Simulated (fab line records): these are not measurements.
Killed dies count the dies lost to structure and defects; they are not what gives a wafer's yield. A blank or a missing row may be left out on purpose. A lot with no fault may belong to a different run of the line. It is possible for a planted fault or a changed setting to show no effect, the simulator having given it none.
Which tool is to blame? | flow nand harc | 14 lots with 42 wafers sampled at 4 steps, on a route of 1159 steps

WHAT EACH GAUGE READ, for each wafer
The record lacks any reading of a measuring or inspecting step that a usual standard deviation could be used to judge.

WHAT TOOL EACH LOT RAN ON (gives the tool, then ch and the chambers of the sampled wafers, and finally the start)
lot  | NHARC_P_BONDPAD_PVD_17                  | NHARC_P_BONDPAD_CMP_19        | NHARC_A_CHANNEL_HOLE_D1_EXPOSE_07  | NHARC_A_CHANNEL_HOLE_D1_ETCH_39
L937 | pvd sputter-03, day 6 11:45 or earlier  | cmp-01 ch 1,2,3, day 6 11:45  | arfi scanner-01 ch 0, day 8 02:45  | rie diel-11 ch 2,3, no start
L938 | pvd sputter-02, day 6 16:31 or earlier  | cmp-02 ch 0,2,3, day 6 16:31  | arfi scanner-02 ch 0, day 8 15:32  | rie diel-07 ch 1,3, no start
L939 | pvd sputter-02, day 7 06:34             | cmp-03 ch 1,2, day 7 07:38    | arfi scanner-03 ch 0, day 8 20:48  | rie diel-11 ch 1,2,3, no start
L941 | pvd sputter-02, day 7 07:38             | cmp-03 ch 0,1,2, day 7 08:48  | arfi scanner-03, day 9 04:10       | rie diel-07 ch 0,2,3, no start
L942 | pvd sputter-02, day 7 22:08 or earlier  | cmp-02 ch 2,3, day 7 22:08    | arfi scanner-02, day 9 13:29       | rie diel-11 ch 1,2,3, no start
L950 | pvd sputter-03, day 9 18:54 or earlier  | cmp-01 ch 0,1,2, day 9 18:54  | arfi scanner-03 ch 0, day 11 14:21 | rie diel-11 ch 0,1,3, no start
L951 | pvd sputter-03, day 10 06:10 or earlier | cmp-02 ch 0,2,3, day 10 06:10 | arfi scanner-03 ch 0, day 11 21:41 | rie diel-07 ch 0,2,3, no start
L952 | pvd sputter-01, day 10 06:49 or earlier | cmp-01 ch 0,2,3, day 10 06:49 | arfi scanner-02 ch 0, day 11 21:05 | rie diel-11 ch 2,3, no start
L953 | pvd sputter-01, day 10 10:51 or earlier | cmp-01 ch 0,1,2, day 10 10:51 | arfi scanner-02 ch 0, day 12 06:03 | rie diel-07 ch 0,2,3, no start
L954 | pvd sputter-01, day 10 16:47 or earlier | cmp-02 ch 0,1, day 10 16:47   | arfi scanner-01 ch 0, day 12 06:12 | rie diel-09 ch 0,3, no start
L955 | pvd sputter-02, day 10 17:34 or earlier | cmp-03 ch 2,3, day 10 17:34   | arfi scanner-02 ch 0, day 12 06:42 | rie diel-09 ch 2,3, no start
L957 | pvd sputter-01, day 11 15:34 or earlier | cmp-01 ch 1,2, day 11 15:34   | arfi scanner-01 ch 0, day 13 09:09 | rie diel-09 ch 0,1, no start
L958 | pvd sputter-03, day 11 19:32 or earlier | cmp-02 ch 0,2, day 11 19:32   | arfi scanner-03 ch 0, day 13 15:41 | rie diel-07 ch 2,3, no start
L960 | pvd sputter-01, day 12 08:49 or earlier | cmp-01 ch 0,1,3, day 12 08:49 | arfi scanner-01 ch 0, day 14 11:05 | rie diel-07 ch 1,3, no start
- NHARC_P_BONDPAD_PVD_17: deposits TaN, target thk 5 nm, time 8.06 s.
- NHARC_P_BONDPAD_CMP_19: polishes, t overpolish 30 s, cu recess touch 16 s, target thk 160.81 nm.
- NHARC_A_CHANNEL_HOLE_D1_EXPOSE_07: exposes mask HOLE D1, target cd 100 nm.
- NHARC_A_CHANNEL_HOLE_D1_ETCH_39: etches the open film in N2/H2, target depth 260 nm, time 325 s.

WHAT THE TOOLS THEMSELVES READ (means of the sampled wafers that have a number; where no wafer has one, the mark that the record gives instead)
NHARC_P_BONDPAD_PVD_17.
lot  | tool           | throttle valve pct (%)
L937 | pvd sputter-03 | 30.2
L938 | pvd sputter-02 | 30.3
L939 | pvd sputter-02 | 29.4
L941 | pvd sputter-02 | 30.7
L942 | pvd sputter-02 | 29.5
L950 | pvd sputter-03 | 30.2
L951 | pvd sputter-03 | 30.0
L952 | pvd sputter-01 | 30.0
L953 | pvd sputter-01 | 30.1
L954 | pvd sputter-01 | 31.0
L955 | pvd sputter-02 | 30.1
L957 | pvd sputter-01 | 29.8
L958 | pvd sputter-03 | 30.7
L960 | pvd sputter-01 | 29.4

NHARC_P_BONDPAD_CMP_19.
lot  | tool   | motor current A (A) | overpolish run s (s) | retaining ring pressure frac
L937 | cmp-01 | 11.5                | 30.004               | 1.005
L938 | cmp-02 | 12.5                | 29.998               | 1.001
L939 | cmp-03 | 11.6                | 29.999               | 0.998
L941 | cmp-03 | 11.3                | 30.006               | 1.001
L942 | cmp-02 | 12.9                | 29.997               | 0.998
L950 | cmp-01 | 12.1                | 29.996               | 0.999
L951 | cmp-02 | 12.8                | 30.006               | 0.998
L952 | cmp-01 | 11.5                | 29.995               | 1.003
L953 | cmp-01 | 11.9                | 30.009               | 0.999
L954 | cmp-02 | 12.3                | 29.994               | 1.003
L955 | cmp-03 | 11.6                | 30.006               | 1.009
L957 | cmp-01 | 12.3                | 30.001               | 1.005
L958 | cmp-02 | 12.5                | 30.006               | 0.999
L960 | cmp-01 | 11.4                | 30.004               | 1.001

NHARC_A_CHANNEL_HOLE_D1_EXPOSE_07.
lot  | tool            | exposure dose mJ cm2 | focus offset nm (nm)
L937 | arfi scanner-01 | 59.58                | 0.2
L938 | arfi scanner-02 | 59.58                | 0.7
L939 | arfi scanner-03 | 59.64                | -0.2
L941 | arfi scanner-03 | -                    | -
L942 | arfi scanner-02 | -                    | -
L950 | arfi scanner-03 | 59.61                | -0.2
L951 | arfi scanner-03 | 59.65                | -0.6
L952 | arfi scanner-02 | 59.61                | -0.1
L953 | arfi scanner-02 | 59.59                | 0.4
L954 | arfi scanner-01 | 59.58                | -0.3
L955 | arfi scanner-02 | 59.60                | 0.3
L957 | arfi scanner-01 | 59.58                | -0.4
L958 | arfi scanner-03 | 59.58                | 0.2
L960 | arfi scanner-01 | 59.55                | -0.2

NHARC_A_CHANNEL_HOLE_D1_ETCH_39.
lot  | tool        | drypump motor current A (A) | h2 flow sccm (sccm) | oes product au (a.u.) | rf vpp V (V) | showerhead plenum p Torr (Torr) | throttle valve pct (%)
L937 | rie diel-11 | 5.54                        | 150.1               | 1.010                 | 429.6        | 2.00                            | 14.176
L938 | rie diel-07 | 6.18                        | 150.8               | 1.005                 | 427.1        | 1.92                            | 14.164
L939 | rie diel-11 | 5.65                        | 149.6               | 1.013                 | 431.1        | 2.06                            | 14.175
L941 | rie diel-07 | 6.01                        | 149.9               | 0.999                 | 428.7        | 2.00                            | 14.164
L942 | rie diel-11 | 5.66                        | 150.4               | 1.003                 | 431.2        | 2.06                            | 14.170
L950 | rie diel-11 | 5.73                        | 150.0               | 1.002                 | 431.8        | 2.07                            | 14.164
L951 | rie diel-07 | 5.99                        | 149.6               | 0.992                 | 429.0        | 2.00                            | 14.173
L952 | rie diel-11 | 5.52                        | 149.7               | 1.012                 | 429.6        | 2.00                            | 14.173
L953 | rie diel-07 | 6.00                        | 149.6               | 0.992                 | 429.4        | 2.00                            | 14.174
L954 | rie diel-09 | 5.65                        | 149.8               | 1.005                 | 434.6        | 2.20                            | 14.176
L955 | rie diel-09 | 5.43                        | 149.8               | 1.003                 | 433.1        | 2.13                            | 14.174
L957 | rie diel-09 | 5.68                        | 149.8               | 1.010                 | 429.9        | 2.03                            | 14.169
L958 | rie diel-07 | 6.14                        | 150.0               | 1.003                 | 429.1        | 2.00                            | 14.165
L960 | rie diel-07 | 6.15                        | 149.6               | 0.990                 | 426.8        | 1.92                            | 14.168

THE ANSWER, worked out from the rows above alone
Rule: the lots themselves supply what counts as usual. Put in order of their means at a reading, lots are off if they are a third of the lots or fewer, leave a main group of 4 or more, and stand apart from it by a gap of 3 or more times the standard deviation of the main group's means; of several such gaps the widest counts. The tables above print the reading to a certain number of digits; a main group whose means all agree to those digits is not used. A lot without any number at a reading at which 4 lots or more have one is off too. Where the step has rows for the other lots, those lots are counted as sound. Order of review: gauges by route order, followed by the tools' own readings, for which a lot's mean as printed above is used. The first step at which some lot is off is used, and at that step the reading that is off furthest; a lot without a number counts as furthest.
Off: L941, L942, at NHARC_A_CHANNEL_HOLE_D1_EXPOSE_07 (exposure dose mJ cm2). Without a number there: L941, L942. For the main group the mean is 59.60 and the standard deviation 0.027.
A tool fits if, at that step or a process step before it, it ran every lot that is off, and no sound lot after the first of them. With no start given for some of its lots, NHARC_P_BONDPAD_PVD_17 uses the hours and lot order of NHARC_P_BONDPAD_CMP_19. Not one of the candidates tried fits.

WHAT THE SIMULATOR HAD INSERTED
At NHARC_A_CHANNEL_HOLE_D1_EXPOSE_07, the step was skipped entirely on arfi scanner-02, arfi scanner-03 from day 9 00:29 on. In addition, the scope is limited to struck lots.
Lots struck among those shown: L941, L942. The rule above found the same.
